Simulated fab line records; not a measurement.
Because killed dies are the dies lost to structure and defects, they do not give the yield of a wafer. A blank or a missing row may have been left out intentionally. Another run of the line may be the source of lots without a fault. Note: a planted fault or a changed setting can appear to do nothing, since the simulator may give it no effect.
Chamber matching | flow n5Finfet | N5_BEOL_M6_ETCH_72 on rieDiel-04 has 4 sister chambers
The step etches underlayer in N2/H2, target depth 6.5 nm, time 5.2 s. 20 wafers are shown with their chamber, then 10 later ones without.

EACH WAFER AND ITS CHAMBER
wafer  | chamber | showerheadPlenumPTorr (Torr) | throttleValvePct (%) | oesProductAu (a.u.)
L074.2 | 2       | 2.58                         | 17.91                | 0.76
L074.3 | 3       | 2.42                         | 17.79                | 0.67
L074.5 | 2       | 2.58                         | 17.91                | 0.77
L075.3 | 3       | 2.42                         | 17.79                | 0.66
L075.5 | 0       | 2.56                         | 17.66                | 0.64
L075.6 | 1       | 2.42                         | 18.13                | 0.62
L082.2 | 1       | 2.42                         | 18.14                | 0.61
L082.4 | 3       | 2.42                         | 17.82                | 0.66
L082.5 | 1       | 2.42                         | 18.13                | 0.60
L085.1 | 0       | 2.55                         | 17.65                | 0.63
L085.2 | 3       | 2.41                         | 17.85                | 0.64
L085.3 | 2       | 2.57                         | 17.97                | 0.71
L085.4 | 1       | 2.42                         | 18.17                | 0.58
L085.5 | 2       | 2.57                         | 17.94                | 0.71
L085.6 | 1       | 2.42                         | 18.18                | 0.59
L088.1 | 2       | 2.56                         | 17.97                | 0.71
L088.2 | 0       | 2.55                         | 17.67                | 0.64
L088.6 | 0       | 2.55                         | 17.66                | 0.63
L091.1 | 2       | 2.56                         | 17.97                | 0.71
L091.4 | 3       | 2.41                         | 17.84                | 0.64

SIGNATURES, as means of the wafers listed above
reading               | chamber 0 | chamber 1 | chamber 2 | chamber 3 | scatter within a chamber
showerheadPlenumPTorr | 2.5525    | 2.4200    | 2.5700    | 2.4160    | 0.0061
throttleValvePct      | 17.6600   | 18.1500   | 17.9450   | 17.8180   | 0.0248
oesProductAu          | 0.6350    | 0.6000    | 0.7283    | 0.6540    | 0.0192
Rule: a wafer lies at a distance from a chamber equal to the root of the sum of squares, over the readings, of (its reading less the chamber's mean, divided by the reading's scatter). If the next closest chamber is less than 2 further off than the closest, the wafer can't be placed; otherwise it belongs to the closest. The scatter: take each reading less its chamber's mean, square it, sum over the shown wafers, divide by the number of wafers less the number of chambers, and take the root.

WAFERS WHOSE CHAMBER IS MISSING
wafer  | showerheadPlenumPTorr (Torr) | throttleValvePct (%) | oesProductAu (a.u.)
L091.5 | 2.41                         | 17.84                | 0.64
L096.2 | 2.40                         | 17.87                | 0.63
L096.3 | 2.55                         | 17.99                | 0.69
L096.4 | 2.40                         | 17.88                | 0.62
L095.2 | 2.40                         | 17.88                | 0.64
L095.4 | 2.55                         | 18.01                | 0.68
L095.5 | 2.40                         | 17.90                | 0.62
L097.1 | 2.40                         | 18.22                | 0.58
L097.4 | 2.54                         | 17.70                | 0.63
L097.6 | 2.40                         | 18.20                | 0.58

WHICH CHAMBER EACH WENT THROUGH
wafer  | from the rows above | in truth
L091.5 | 3                   | 3
L096.2 | 3                   | 3
L096.3 | 2                   | 2
L096.4 | 3                   | 3
L095.2 | 3                   | 3
L095.4 | 2                   | 2
L095.5 | 3                   | 3
L097.1 | 1                   | 1
L097.4 | 0                   | 0
L097.6 | 1                   | 1
Placed correctly: 10 of 10. Can't be placed from these rows: 0. Number placed wrongly: 0.
